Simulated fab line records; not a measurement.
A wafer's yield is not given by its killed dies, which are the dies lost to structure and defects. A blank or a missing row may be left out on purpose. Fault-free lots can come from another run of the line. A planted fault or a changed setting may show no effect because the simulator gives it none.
fab line records	flow nand_harc
record: lots: 14	wafers: 42	last_day: 24
route steps=1159 shown P_START@1 P_ZERO_WELL@18 P_STI@83 END@1159
lots with no fault: from the same line, run without faults
start_h: start of the lot's first displayed wafer, in hours after the record's first day	wait_h: hours from the lot's prior step to this one	" the same as in the row above	L1.1+2: a single row standing in for several wafers	- no value, or no start was given	* or withheld: withheld	< > ~ a bound
route shown NAME@n: names a module that has steps shown in the file, with the first one's number in the route	usual: average and standard deviation across the fault-free wafers	same: alike in all rows	chamber/n: place in a boat	sites: the reading at each site	_std_site: how widely they spread, as a standard deviation	_edge_site: mean of outer sites minus mean of inner sites	radius_mm: for every site, how far away it sits from the centre of the wafer	mask NAME#n: copy n	behind: tool/chamber where the wafer was last shaped	hold: what put the lot on hold/how long, in hours/how the hold closed	device: the transistor (n, p or np) that didn't switch	end of line: the same wafers' tests at the end of the route	for a step that has no rows: nothing shown but its recipe	killed: dies that structure and defects cost at the first sort, which is not the same as the wafer's yield	map: shows each die of a wafer: x if killed, . if not, _ if none is there
set.NAME: the setting as run; set.NAME@STEP: as run at that earlier step	model.NAME: the simulator's own value behind a step, which no gauge read
the route's steps for a sample of lots (tables are steps, rows are wafers)
services: a tool's chamber out of use, with start hour (start_h, from the record's first day; less than 0 if before it), hours out, and reason
== steps ==
step: NHARC_P_START_INSPECT_01
usual: raw_defect_count: 3.7/1.9
lot.wafer	tool	chamber	start_h	wait_h	raw_defect_count
L230.2	defect_inspect-02	-	12.04	-	3
L230.4	"	-	"	"	3
L230.6	"	-	"	"	5
L231.2	defect_inspect-02	-	18.04	-	1
L231.3	"	-	"	"	1
L231.5	"	-	"	"	3
L233.2	defect_inspect-01	-	30.04	-	3
L233.3	"	-	"	"	5
L233.5	"	-	"	"	3
L234.2	defect_inspect-01	-	36.04	-	3
L234.3	"	-	"	"	4
L234.5	"	-	"	"	4
L236.2	defect_inspect-02	-	48.04	-	6
L236.5	"	-	"	"	0
L236.6	"	-	"	"	2
L238.2	defect_inspect-01	-	60.04	-	7
L238.3	"	-	"	"	6
L238.6	"	-	"	"	8
L239.1	defect_inspect-02	-	66.03	-	8
L239.2	"	-	"	"	1
L239.3	"	-	"	"	2
L240.3	defect_inspect-01	-	72.04	-	5
L240.4	"	-	"	"	6
L240.5	"	-	"	"	3
L243.1	defect_inspect-02	-	90.04	-	4
L243.3	"	-	"	"	4
L243.6	"	-	"	"	4
L247.2	defect_inspect-02	-	114.04	-	2
L247.3	"	-	"	"	3
L247.6	"	-	"	"	4
L248.2	defect_inspect-01	-	120.04	-	3
L248.3	"	-	"	"	4
L248.6	"	-	"	"	3
L249.2	defect_inspect-01	-	126.04	-	2
L249.3	"	-	"	"	1
L249.5	"	-	"	"	3
L252.3	defect_inspect-01	-	144.04	-	3
L252.5	"	-	"	"	2
L252.6	"	-	"	"	3
L253.2	defect_inspect-02	-	150.04	-	4
L253.5	"	-	"	"	5
L253.6	"	-	"	"	2
step: NHARC_P_ZERO_WELL_ETCH_62
recipe: target_depth_a: 130	time_s: 6.5	chf3_flow_sccm: 50	ar_flow_sccm: 200	rf_w: 500	bias_w: 200	chemistry: CHF3/Ar
usual: drypump_motor_current_A: 5.7/0.42	oes_product_au: 0.965/0.014	rf_fwd_power_W: 488.4/2.3	rf_vpp_V: 370.7/2.1	showerhead_plenum_p_Torr: 2.35/0.089	throttle_valve_pct: 20.217/0.0085
lot.wafer	tool	chamber	start_h	wait_h	drypump_motor_current_A	oes_product_au	rf_fwd_power_W	rf_hours_counter_h	rf_vpp_V	showerhead_plenum_p_Torr	throttle_valve_pct
L230.2	rie_diel-09	3	-	-	6.2	0.967	490.6	5	368.2	2.28	20.233
L230.4	"	1	"	"	5.1	0.976	490.3	5	372.9	2.43	20.212
L230.6	"	3	"	"	6.2	0.967	489.6	-	369.8	2.28	20.196
L231.2	rie_diel-02	0	-	-	5.6	0.917	488.9	1	369.5	2.29	20.203
L231.3	"	1	"	"	5.0	0.953	486.0	3	375.4	2.51	20.216
L231.5	"	3	"	"	5.9	0.948	488.2	-	369.1	2.34	20.229
L233.3	rie_diel-10	3	-	-	5.9	0.964	494.5	1	371.2	2.39	20.215
L233.2	"	0	"	"	6.1	0.975	488.2	2	373.4	2.40	20.223
L233.5	"	0	"	"	6.1	0.986	489.9	-	372.8	2.40	20.228
L234.3	rie_diel-09	3	-	-	6.2	0.972	489.6	7	369.9	2.28	20.202
L234.2	"	0	"	"	5.1	0.959	489.7	7	368.4	2.26	20.220
L234.5	"	2	"	"	6.4	0.952	486.5	-	367.6	2.22	20.232
L236.2	rie_diel-09	3	-	-	6.2	0.965	492.9	7	369.6	2.28	20.219
L236.5	"	0	"	"	5.2	0.943	484.7	-	368.0	2.26	20.212
L236.6	"	1	"	"	5.1	0.964	488.1	-	371.8	2.43	20.234
L238.3	rie_diel-10	0	-	-	6.1	0.960	488.1	4	371.8	2.40	20.213
L238.2	"	2	"	"	5.8	0.968	483.4	4	368.3	2.27	20.215
L238.6	"	0	"	"	6.1	0.951	488.4	-	372.0	2.40	20.212
L239.1	rie_diel-02	0	-	-	5.6	0.964	488.6	3	369.5	2.29	20.215
L239.2	"	2	"	"	5.9	0.969	489.2	6	369.7	2.34	20.207
L239.3	"	3	"	"	6.0	0.927	487.6	5	370.6	2.34	20.214
L240.3	rie_diel-09	2	-	-	6.4	0.946	487.8	9	368.0	2.22	20.217
L240.4	"	0	"	"	5.2	0.979	488.6	9	369.1	2.26	20.209
L240.5	"	2	"	"	6.3	0.947	487.2	-	369.1	2.22	20.216
L243.1	rie_diel-09	3	-	-	6.2	0.974	489.5	0	370.3	2.28	20.233
L243.3	"	1	"	"	5.1	0.964	487.7	0	372.4	2.43	20.223
L243.6	"	3	"	"	6.2	0.988	490.3	-	368.5	2.28	20.216
L247.2	rie_diel-10	1	-	-	5.4	0.980	489.1	7	373.3	2.49	20.223
L247.3	"	3	"	"	5.9	0.962	490.5	9	371.3	2.38	20.218
L247.6	"	2	"	"	5.8	0.973	487.2	-	368.5	2.27	20.220
L248.2	rie_diel-02	0	-	-	5.6	0.968	485.6	6	369.2	2.29	20.213
L248.3	"	2	"	"	5.9	0.966	488.8	9	370.0	2.34	20.224
L248.6	"	3	"	"	6.0	0.964	487.6	-	370.6	2.34	20.204
L249.2	rie_diel-02	1	-	-	5.0	0.982	491.1	10	375.3	2.51	20.208
L249.3	"	0	"	"	5.6	0.945	486.1	7	369.1	2.29	20.219
L249.5	"	1	"	"	5.0	0.974	488.6	-	374.1	2.51	20.218
L252.3	rie_diel-09	3	-	-	6.2	0.969	488.6	3	371.1	2.28	20.225
L252.5	"	1	"	"	5.1	0.968	485.9	-	373.2	2.43	20.230
L252.6	"	2	"	"	6.4	0.986	489.0	-	367.9	2.22	20.223
L253.2	rie_diel-09	2	-	-	6.4	0.966	486.8	3	368.3	2.22	20.225
L253.5	"	0	"	"	5.2	0.967	489.6	-	368.7	2.26	20.213
L253.6	"	1	"	"	5.1	0.990	486.2	-	370.5	2.43	20.223
step: NHARC_P_ZERO_WELL_IMPLANT_58
recipe: energy_kev: 100	dose_cm2: 2e+12	tilt_deg: 7
usual: beam_energy_keV: 100.00/0.029	beam_on_s: 10.00/0.2
lot.wafer	tool	chamber	start_h	wait_h	beam_energy_keV	beam_on_s
L230.2	implanter-02	0	15.15	0.2	100.01	9.91
L230.4	"	0	"	"	100.00	9.84
L230.6	"	0	"	"	99.974	9.85
L231.2	implanter-02	0	21.29	0.1	100.03	9.89
L231.3	"	0	"	"	99.981	10.30
L231.5	"	0	"	"	99.970	9.83
L233.2	implanter-02	0	33.16	0.1	99.974	10.20
L233.3	"	0	"	"	99.978	10.05
L233.5	"	0	"	"	99.942	10.13
L234.2	implanter-02	0	39.22	0.2	99.994	10.12
L234.3	"	0	"	"	100.01	10.04
L234.5	"	0	"	"	100.03	10.06
L236.2	implanter-02	0	51.15	0.1	99.975	10.09
L236.5	"	0	"	"	99.943	10.09
L236.6	"	0	"	"	99.992	10.34
L238.2	implanter-01	0	63.16	0.2	100.00	9.66
L238.3	"	0	"	"	99.940	9.94
L238.6	"	0	"	"	100.01	10.05
L239.1	implanter-01	0	69.26	0.2	99.987	10.05
L239.2	"	0	"	"	100.03	9.48
L239.3	"	0	"	"	99.970	9.92
L240.3	implanter-02	0	75.38	0.2	99.979	9.87
L240.4	"	0	"	"	99.986	10.40
L240.5	"	0	"	"	99.979	9.99
L243.1	implanter-01	0	93.38	0.2	100.000	9.94
L243.3	"	0	"	"	99.973	10.17
L243.6	"	0	"	"	99.994	9.84
L247.2	implanter-01	-	117.30	0.1	-	-
L247.3	"	-	"	"	-	-
L247.6	"	-	"	"	-	-
L248.2	implanter-02	-	123.28	0.2	-	-
L248.3	"	-	"	"	-	-
L248.6	"	-	"	"	-	-
L249.2	implanter-02	-	129.29	0.2	-	-
L249.3	"	-	"	"	-	-
L249.5	"	-	"	"	-	-
L252.3	implanter-01	0	147.21	0.2	100.00	10.18
L252.5	"	0	"	"	99.977	9.85
L252.6	"	0	"	"	99.974	9.62
L253.2	implanter-01	0	153.17	0.2	100.04	9.86
L253.5	"	0	"	"	100.03	10.02
L253.6	"	0	"	"	99.983	9.91
step: NHARC_P_STI_CD_MEAS_09
recipe: target_cd_nm: 200	landing_energy_ev: 500
usual: cd_nm: 200.1/2.2
lot.wafer	tool	chamber	start_h	wait_h	cd_nm
L230.2	cd_sem-01	0	34.79	-	201.3
L230.4	"	0	"	"	197.2
L230.6	"	0	"	"	201.4
L231.2	cd_sem-03	0	46.13	-	199.5
L231.3	"	0	"	"	200.9
L231.5	"	0	"	"	199.7
L233.2	cd_sem-03	0	52.58	-	201.3
L233.3	"	0	"	"	196.4
L233.5	"	0	"	"	195.6
L234.2	cd_sem-03	0	60.37	-	203.6
L234.3	"	0	"	"	200.9
L234.5	"	0	"	"	199.1
L236.2	cd_sem-02	0	67.54	-	198.7
L236.5	"	0	"	"	201.0
L236.6	"	0	"	"	200.6
L238.2	cd_sem-02	0	82.70	-	198.5
L238.3	"	0	"	"	198.3
L238.6	"	0	"	"	202.3
L239.1	cd_sem-03	0	89.14	-	197.6
L239.2	"	0	"	"	200.4
L239.3	"	0	"	"	194.4
L240.3	cd_sem-02	0	97.55	-	197.5
L240.4	"	0	"	"	199.0
L240.5	"	0	"	"	197.3
L243.1	cd_sem-02	0	115.77	-	196.8
L243.3	"	0	"	"	199.4
L243.6	"	0	"	"	201.3
L252.3	cd_sem-03	0	167.48	-	201.8
L252.5	"	0	"	"	200.3
L252.6	"	0	"	"	198.5
L253.2	cd_sem-03	0	174.34	-	195.5
L253.5	"	0	"	"	196.3
L253.6	"	0	"	"	199.7
step: NHARC_END_SORT_01
recipe: temp_c: 25
usual: killed_at_array: 21/8.9	killed_at_other: 0.8/1.3	killed_at_periphery: 3.6/2.4	killed_dies: 26/8.9	killed_open: 3.1/1.8	killed_short: 1.9/1.3
same: gross_dies: 677
lot.wafer	tool	chamber	start_h	wait_h	killed_at_array	killed_at_other	killed_at_periphery	killed_dies	killed_open	killed_short
L231.2	prober-01	0	446.92	2.8	17	0	4	21	3	3
L231.3	prober-01	0	447.74	3.1	17	1	0	18	0	0
L231.5	prober-01	0	449.38	3.8	20	3	1	24	0	3
L233.2	prober-02	0	454.66	2.8	28	0	3	31	1	4
L233.3	prober-02	0	455.46	3.1	24	0	0	24	5	1
L233.5	prober-02	0	457.04	3.7	36	0	1	37	3	0
L236.2	prober-01	0	454.86	2.8	14	0	2	16	0	2
L236.5	prober-01	0	457.30	3.8	14	0	2	16	1	0
L236.6	prober-01	0	458.11	4.1	29	2	6	37	5	3
L234.2	prober-01	0	464.39	2.8	12	2	7	21	3	5
L234.3	prober-01	0	465.20	3.1	16	0	4	20	4	2
L234.5	prober-01	0	466.82	3.7	11	1	2	14	2	1
L230.2	prober-02	0	473.83	2.8	13	2	6	21	3	0
L230.4	prober-02	0	475.42	3.4	16	2	8	26	4	3
L230.6	prober-02	0	477.01	4.0	13	0	4	17	2	1
L238.2	prober-02	0	485.81	2.8	47	1	10	58	11	5
L238.3	prober-02	0	486.60	3.1	37	0	9	46	3	3
L238.6	prober-02	0	488.98	4.0	35	1	6	42	4	0
L239.1	prober-01	0	493.77	2.5	31	5	1	37	2	2
L239.2	prober-01	0	494.58	2.8	28	0	2	30	2	0
L239.3	prober-01	0	495.39	3.1	32	3	3	38	4	3
L240.3	prober-02	0	517.36	3.1	30	2	3	35	1	3
L240.4	prober-02	0	518.17	3.4	33	1	4	38	2	2
L240.5	prober-02	0	518.97	3.7	23	2	4	29	1	2
L243.1	prober-01	0	523.54	2.5	30	2	7	39	4	1
L243.3	prober-01	0	525.14	3.1	40	0	8	48	5	2
L243.6	prober-01	0	527.54	4.0	28	0	0	28	4	0
L247.2	prober-02	0	551.74	2.8	16	2	659	677	6	3
L247.3	prober-02	0	552.55	3.1	16	0	661	677	6	2
L247.6	prober-02	0	554.98	4.1	13	0	664	677	2	3
L248.2	prober-01	0	551.88	2.8	22	0	655	677	5	1
L248.3	prober-01	0	552.69	3.1	28	0	649	677	3	2
L248.6	prober-01	0	555.10	4.0	20	0	657	677	1	3
L249.2	prober-02	0	559.58	2.8	19	0	658	677	4	1
L249.3	prober-02	0	560.38	3.1	25	1	651	677	4	1
L249.5	prober-02	0	561.97	3.7	24	0	653	677	5	1
L252.3	prober-02	0	568.18	3.1	25	0	4	29	3	4
L252.5	prober-02	0	569.78	3.7	22	0	5	27	6	1
L252.6	prober-02	0	570.57	4.0	19	0	4	23	4	3
L253.2	prober-01	0	572.86	2.8	18	0	4	22	1	2
L253.5	prober-01	0	575.27	3.7	15	0	6	21	2	2
L253.6	prober-01	0	576.08	4.0	21	0	3	24	5	0
killed by level:class
L231.2 A_CHANNEL_HOLE_D1:chamber_film_flake=11 P_STI:geometric_particle:short=1 P_GATE:geometric_particle:short=1 P_CONTACT:geometric_particle:open=1 P_BONDPAD:geometric_particle:open=1 A_ONON_D1:geometric_particle:short=1 A_CONTACT:geometric_particle:open=1 A_SLIT:chamber_film_flake=1
L231.3 A_CHANNEL_HOLE_D1:chamber_film_flake=13 A_CONTACT:chamber_film_flake=4 THIN_TSV:chamber_film_flake=1
L231.5 A_CHANNEL_HOLE_D1:chamber_film_flake=12 A_CONTACT:chamber_film_flake=4 A_STAIRCASE:chamber_film_flake=3 THIN_TSV:chamber_film_flake=2 P_STI:geometric_particle:short=1 A_WL_FILL:geometric_particle:short=1 STARTING-WAFER:geometric_particle:short=1
L233.2 A_CHANNEL_HOLE_D1:chamber_film_flake=10 A_SLIT:chamber_film_flake=5 A_CONTACT:chamber_film_flake=5 A_STAIRCASE:chamber_film_flake=3 A_SOURCE_PLATE:geometric_particle:short=2 P_STI:chamber_film_flake=2 A_ONON_D1:geometric_particle:short=1 A_BLC:geometric_particle:open=1
L236.2 A_SLIT:chamber_film_flake=6 A_CONTACT:chamber_film_flake=3 P_M1:chamber_film_flake=2 A_CHANNEL_HOLE_D1:chamber_film_flake=2 A_SOURCE_PLATE:geometric_particle:short=1 A_CHANNEL_FILL_D1:geometric_particle:short=1 A_STAIRCASE:chamber_film_flake=1
L233.3 A_CHANNEL_HOLE_D1:chamber_film_flake=13 A_M0:geometric_particle:open=3 A_SLIT:chamber_film_flake=3 A_SOURCE_PLATE:geometric_particle:short=1 A_ONON_D1:geometric_particle:open=1 A_CONTACT:geometric_particle:open=1 A_STAIRCASE:chamber_film_flake=1 A_CONTACT:chamber_film_flake=1
L233.5 A_CHANNEL_HOLE_D1:chamber_film_flake=16 A_STAIRCASE:chamber_film_flake=6 A_SLIT:chamber_film_flake=5 A_CONTACT:chamber_film_flake=5 A_CHANNEL_FILL_D1:geometric_particle:open=1 A_BLC:geometric_particle:open=1 A_M0:geometric_particle:open=1 P_STI:chamber_film_flake=1
L236.5 A_CHANNEL_HOLE_D1:chamber_film_flake=4 A_SLIT:chamber_film_flake=4 A_STAIRCASE:chamber_film_flake=3 A_CONTACT:chamber_film_flake=2 A_ONON_D1:geometric_particle:open=1 P_ZERO_WELL:chamber_film_flake=1 P_M1:chamber_film_flake=1
L236.6 A_SLIT:chamber_film_flake=10 A_CONTACT:chamber_film_flake=6 A_STAIRCASE:chamber_film_flake=4 A_SOURCE_PLATE:geometric_particle:open=3 P_STI:chamber_film_flake=2 P_GATE:chamber_film_flake=2 P_M1:chamber_film_flake=2 THIN_TSV:chamber_film_flake=2
L234.2 P_M1:chamber_film_flake=4 A_CONTACT:geometric_particle:open=2 A_CONTACT:geometric_particle:short=2 A_CHANNEL_HOLE_D1:chamber_film_flake=2 THIN_TSV:chamber_film_flake=2 P_M0:geometric_particle:open=1 P_M0:geometric_particle:short=1 A_ONON_D1:geometric_particle:short=1
L234.3 A_STAIRCASE:chamber_film_flake=4 P_M1:chamber_film_flake=3 A_CONTACT:chamber_film_flake=3 A_CONTACT:geometric_particle:open=2 P_CONTACT:geometric_particle:short=1 A_CHANNEL_FILL_D1:geometric_particle:open=1 A_M0:geometric_particle:short=1 A_M0:geometric_particle:open=1
L234.5 A_CHANNEL_HOLE_D1:chamber_film_flake=2 A_CONTACT:chamber_film_flake=2 A_CHANNEL_HOLE_D1:geometric_particle:open=1 A_WL_FILL:geometric_particle:short=1 A_CONTACT:geometric_particle:open=1 P_ZERO_WELL:chamber_film_flake=1 P_M1:chamber_film_flake=1 A_ZERO_WELL:chamber_film_flake=1
L230.2 A_CHANNEL_HOLE_D1:chamber_film_flake=5 P_BONDPAD:chamber_film_flake=4 A_CONTACT:chamber_film_flake=3 A_STAIRCASE:chamber_film_flake=2 THIN_TSV:chamber_film_flake=2 A_ONON_D1:geometric_particle:open=1 A_CHANNEL_FILL_D1:geometric_particle:open=1 A_CONTACT:geometric_particle:open=1
L230.4 P_BONDPAD:chamber_film_flake=6 A_CHANNEL_HOLE_D1:chamber_film_flake=5 A_CONTACT:chamber_film_flake=3 A_M0:geometric_particle:short=2 P_GATE:chamber_film_flake=2 THIN_TSV:chamber_film_flake=2 A_ONON_D1:geometric_particle:open=1 A_CHANNEL_FILL_D1:geometric_particle:short=1
L230.6 A_STAIRCASE:chamber_film_flake=4 A_CHANNEL_HOLE_D1:chamber_film_flake=3 A_CONTACT:chamber_film_flake=3 P_STI:chamber_film_flake=2 P_GATE:chamber_film_flake=2 A_SGD_CUT:geometric_particle:short=1 A_WL_FILL:geometric_particle:open=1 A_BLC:geometric_particle:open=1
L238.2 A_CHANNEL_HOLE_D1:chamber_film_flake=17 A_SLIT:chamber_film_flake=11 P_M0:chamber_film_flake=4 A_CHANNEL_FILL_D1:geometric_particle:open=3 P_GATE:chamber_film_flake=3 A_ZERO_WELL:chamber_film_flake=3 P_M2:geometric_particle:open=2 A_ONON_D1:geometric_particle:short=2
L238.3 A_CHANNEL_HOLE_D1:chamber_film_flake=20 P_M0:chamber_film_flake=6 A_SLIT:chamber_film_flake=5 A_M0:chamber_film_flake=3 P_GATE:chamber_film_flake=2 A_CONTACT:chamber_film_flake=2 P_M0:geometric_particle:short=1 A_ONON_D1:geometric_particle:short=1
L238.6 A_CHANNEL_HOLE_D1:chamber_film_flake=11 A_SLIT:chamber_film_flake=10 A_CONTACT:chamber_film_flake=5 A_M0:chamber_film_flake=5 P_M0:chamber_film_flake=4 A_M0:geometric_particle:open=2 P_GATE:geometric_particle:open=1 A_CONTACT:geometric_particle:open=1
L239.1 A_CHANNEL_HOLE_D1:chamber_film_flake=19 A_SLIT:chamber_film_flake=5 THIN_TSV:chamber_film_flake=5 A_CONTACT:chamber_film_flake=2 P_GATE:geometric_particle:open=1 A_ONON_D1:geometric_particle:open=1 A_CHANNEL_HOLE_D1:geometric_particle:short=1 A_CHANNEL_FILL_D1:geometric_particle:short=1
L239.2 A_CHANNEL_HOLE_D1:chamber_film_flake=12 A_SLIT:chamber_film_flake=11 P_M1:chamber_film_flake=2 A_WL_FILL:chamber_film_flake=2 A_CONTACT:geometric_particle:open=1 A_M0:geometric_particle:open=1 A_STAIRCASE:chamber_film_flake=1
L239.3 A_CHANNEL_HOLE_D1:chamber_film_flake=16 A_SLIT:chamber_film_flake=7 THIN_TSV:chamber_film_flake=3 A_WL_FILL:geometric_particle:short=2 P_M0:geometric_particle:open=1 A_ONON_D1:geometric_particle:open=1 A_WL_FILL:geometric_particle:open=1 A_CONTACT:geometric_particle:short=1
L240.3 A_CHANNEL_HOLE_D1:chamber_film_flake=16 A_SLIT:chamber_film_flake=8 A_CONTACT:chamber_film_flake=3 P_M0:geometric_particle:short=1 A_M0:geometric_particle:short=1 A_M1:geometric_particle:open=1 P_ZERO_WELL:chamber_film_flake=1 P_M1:chamber_film_flake=1
L240.4 A_CHANNEL_HOLE_D1:chamber_film_flake=14 A_SLIT:chamber_film_flake=14 P_CONTACT:geometric_particle:open=2 A_CONTACT:chamber_film_flake=2 A_SGD_CUT:geometric_particle:short=1 P_ZERO_WELL:chamber_film_flake=1 P_M1:chamber_film_flake=1 STARTING-WAFER:geometric_particle:short=1
L240.5 A_CHANNEL_HOLE_D1:chamber_film_flake=14 A_SLIT:chamber_film_flake=3 A_CONTACT:chamber_film_flake=3 P_ZERO_WELL:chamber_film_flake=2 P_M1:chamber_film_flake=2 THIN_TSV:chamber_film_flake=2 A_CHANNEL_HOLE_D1:geometric_particle:short=1 A_CONTACT:geometric_particle:short=1
L243.1 A_CHANNEL_HOLE_D1:chamber_film_flake=20 P_ZERO_WELL:chamber_film_flake=4 A_SLIT:chamber_film_flake=4 A_CONTACT:geometric_particle:open=2 A_CONTACT:chamber_film_flake=2 HYBRID_BOND:chamber_film_flake=2 P_GATE:geometric_particle:short=1 P_GATE:geometric_particle:open=1
L243.3 A_CHANNEL_HOLE_D1:chamber_film_flake=17 A_SLIT:chamber_film_flake=14 P_ZERO_WELL:chamber_film_flake=5 A_STAIRCASE:chamber_film_flake=2 P_GATE:geometric_particle:open=1 P_M1:geometric_particle:open=1 A_CHANNEL_FILL_D1:geometric_particle:open=1 A_CHANNEL_FILL_D1:geometric_particle:short=1
L243.6 A_CHANNEL_HOLE_D1:chamber_film_flake=13 A_SLIT:chamber_film_flake=9 A_BLC:geometric_particle:open=2 A_CHANNEL_FILL_D1:geometric_particle:open=1 A_M0:geometric_particle:open=1 A_WL_FILL:chamber_film_flake=1 A_CONTACT:chamber_film_flake=1
L247.2 P_ZERO_WELL:area_implant=657 A_CHANNEL_HOLE_D1:chamber_film_flake=6 A_CONTACT:chamber_film_flake=4 A_CONTACT:geometric_particle:open=2 P_M2:geometric_particle:open=1 A_CHANNEL_FILL_D1:geometric_particle:open=1 A_CHANNEL_FILL_D1:geometric_particle:short=1 A_M0:geometric_particle:open=1
L248.2 P_ZERO_WELL:area_implant=651 A_CHANNEL_HOLE_D1:chamber_film_flake=14 A_CONTACT:chamber_film_flake=3 P_CONTACT:geometric_particle:open=2 P_CONTACT:geometric_particle:short=1 A_CHANNEL_FILL_D1:geometric_particle:open=1 A_WL_FILL:geometric_particle:open=1 A_CONTACT:geometric_particle:open=1
L247.3 P_ZERO_WELL:area_implant=656 A_CONTACT:chamber_film_flake=8 A_STAIRCASE:chamber_film_flake=2 P_CONTACT:geometric_particle:open=1 P_CONTACT:geometric_particle:short=1 P_M2:geometric_particle:open=1 A_ONON_D1:geometric_particle:open=1 A_CHANNEL_FILL_D1:geometric_particle:open=1
L248.3 P_ZERO_WELL:area_implant=647 A_CHANNEL_HOLE_D1:chamber_film_flake=21 A_CONTACT:chamber_film_flake=3 P_CONTACT:geometric_particle:open=2 A_SOURCE_PLATE:geometric_particle:short=1 A_ONON_D1:geometric_particle:open=1 A_WL_FILL:geometric_particle:short=1 A_STAIRCASE:chamber_film_flake=1
L247.6 P_ZERO_WELL:area_implant=663 A_CHANNEL_HOLE_D1:chamber_film_flake=5 A_CONTACT:chamber_film_flake=3 A_CONTACT:geometric_particle:open=2 P_STI:geometric_particle:short=1 A_SOURCE_PLATE:geometric_particle:short=1 A_CONTACT:geometric_particle:short=1 A_WL_FILL:chamber_film_flake=1
L248.6 P_ZERO_WELL:area_implant=654 A_CHANNEL_HOLE_D1:chamber_film_flake=15 A_STAIRCASE:chamber_film_flake=2 P_M0:geometric_particle:short=1 P_M0:geometric_particle:open=1 A_SGD_CUT:geometric_particle:short=1 A_M1:geometric_particle:short=1 P_GATE:chamber_film_flake=1
L249.2 P_ZERO_WELL:area_implant=655 A_SLIT:chamber_film_flake=10 A_CHANNEL_HOLE_D1:chamber_film_flake=4 A_STAIRCASE:chamber_film_flake=2 P_CONTACT:geometric_particle:open=1 P_M0:geometric_particle:open=1 A_CHANNEL_FILL_D1:geometric_particle:open=1 A_SGD_CUT:geometric_particle:short=1
L249.3 P_ZERO_WELL:area_implant=646 A_SLIT:chamber_film_flake=13 A_CHANNEL_HOLE_D1:chamber_film_flake=6 A_CONTACT:chamber_film_flake=2 P_CONTACT:geometric_particle:open=1 P_M0:geometric_particle:open=1 P_M2:geometric_particle:short=1 A_BLC:geometric_particle:open=1
L249.5 P_ZERO_WELL:area_implant=652 A_SLIT:chamber_film_flake=10 A_CHANNEL_HOLE_D1:chamber_film_flake=5 A_CONTACT:geometric_particle:open=2 P_M0:geometric_particle:open=1 A_SGD_CUT:geometric_particle:open=1 A_M0:geometric_particle:open=1 A_M0:geometric_particle:short=1
L252.3 A_CONTACT:chamber_film_flake=7 A_ZERO_WELL:chamber_film_flake=5 A_ONON_D1:geometric_particle:short=3 P_GATE:chamber_film_flake=2 A_SLIT:chamber_film_flake=2 A_M1:chamber_film_flake=2 A_ONON_D1:geometric_particle:open=1 A_CHANNEL_FILL_D1:geometric_particle:open=1
L252.5 A_STAIRCASE:chamber_film_flake=4 A_CHANNEL_FILL_D1:geometric_particle:open=3 A_CHANNEL_HOLE_D1:chamber_film_flake=3 A_SLIT:chamber_film_flake=3 A_CONTACT:chamber_film_flake=3 A_ONON_D1:geometric_particle:open=2 P_GATE:chamber_film_flake=2 A_CHANNEL_FILL_D1:chamber_film_flake=2
L252.6 A_CHANNEL_HOLE_D1:chamber_film_flake=5 A_SLIT:chamber_film_flake=3 A_CONTACT:geometric_particle:open=2 P_GATE:chamber_film_flake=2 A_CONTACT:chamber_film_flake=2 P_CONTACT:geometric_particle:short=1 P_M0:geometric_particle:short=1 A_CHANNEL_FILL_D1:geometric_particle:open=1
L253.2 A_CHANNEL_HOLE_D1:chamber_film_flake=10 P_STI:chamber_film_flake=2 A_STAIRCASE:chamber_film_flake=2 A_SLIT:chamber_film_flake=2 A_CONTACT:chamber_film_flake=2 P_CONTACT:geometric_particle:short=1 P_M0:geometric_particle:open=1 A_M1:geometric_particle:short=1
L253.5 A_CONTACT:chamber_film_flake=6 P_STI:chamber_film_flake=4 A_CHANNEL_HOLE_D1:chamber_film_flake=4 P_STI:geometric_particle:short=1 P_GATE:geometric_particle:open=1 A_CHANNEL_FILL_D1:geometric_particle:open=1 A_WL_FILL:geometric_particle:short=1 A_ZERO_WELL:chamber_film_flake=1
L253.6 A_CHANNEL_HOLE_D1:chamber_film_flake=10 A_CONTACT:chamber_film_flake=4 P_GATE:geometric_particle:open=1 A_CHANNEL_FILL_D1:geometric_particle:open=1 A_WL_FILL:geometric_particle:open=1 A_BLC:geometric_particle:open=1 A_M1:geometric_particle:open=1 P_ZERO_WELL:chamber_film_flake=1
== services ==
tool	chamber	start_h	hours	kind
rie_diel-02	2	-7.52	1.7	repair
rie_diel-02	0	-3.70	21.9	repair
rie_diel-10	-	-0.50	9.0	pm
rie_diel-09	0	7.30	-	clean
rie_diel-09	1	7.30	-	clean
rie_diel-09	2	7.30	-	clean
rie_diel-09	3	7.30	-	clean
implanter-01	-	21.36	5.9	repair
rie_diel-09	0	31.83	-	clean
rie_diel-09	1	31.83	-	clean
rie_diel-09	2	31.83	-	clean
rie_diel-09	3	31.83	-	clean
rie_diel-09	0	56.33	-	clean
rie_diel-09	1	56.33	-	clean
rie_diel-09	2	56.33	-	clean
rie_diel-09	3	56.33	-	clean
rie_diel-09	-	77.10	9.0	pm
rie_diel-09	0	77.10	10.7	vent_cycle
rie_diel-09	1	77.10	10.7	vent_cycle
implanter-02	-	85.00	13.0	pm
rie_diel-09	-	89.61	0.9	repair
rie_diel-10	0	103.08	4.1	repair
rie_diel-10	3	145.65	39.6	repair
rie_diel-02	-	150.70	9.0	pm
== key ==
first_sign: step: NHARC_P_ZERO_WELL_IMPLANT_58	reading: tool_record	direction: missing
effect: step: NHARC_END_SORT_01	reading: killed_at_periphery	direction: up	sigmas: 99+	usual: 3.6	struck: 656.3
more_kills_born_at: NHARC_P_ZERO_WELL_IMPLANT_58@implanter-02: 3905	NHARC_P_ZERO_WELL_IMPLANT_58@implanter-01: 1976
met_at NHARC_P_ZERO_WELL_IMPLANT_58
struck_lots L247,L248,L249
later_rows_left_out L247.2,L247.3,L247.6,L248.2,L248.3,L248.6,L249.2,L249.3,L249.5
tester_left_out L247,L248,L249
not_acting_at NHARC_P_START_INSPECT_01,NHARC_P_ZERO_WELL_ETCH_62,NHARC_P_STI_CD_MEAS_09
onset_between 93.38 117.30
fault: kind: skipped_step_whole	tool: implanter-01,implanter-02	chamber: -	onset_h: 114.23	steps: NHARC_P_ZERO_WELL_IMPLANT_58	scope: struck_lots_only
tester_left_out: of these lots the tester's yield and bins aren't shown, on N5 and GAA mostly nor the transistor test; their killed dies are dies lost to structure and defects alone, not to doping, threshold or leakage, so they don't give the yield
later_rows_left_out: the simulator's readings of these wafers behind a module that went badly wrong aren't trusted and aren't shown, but for the sort
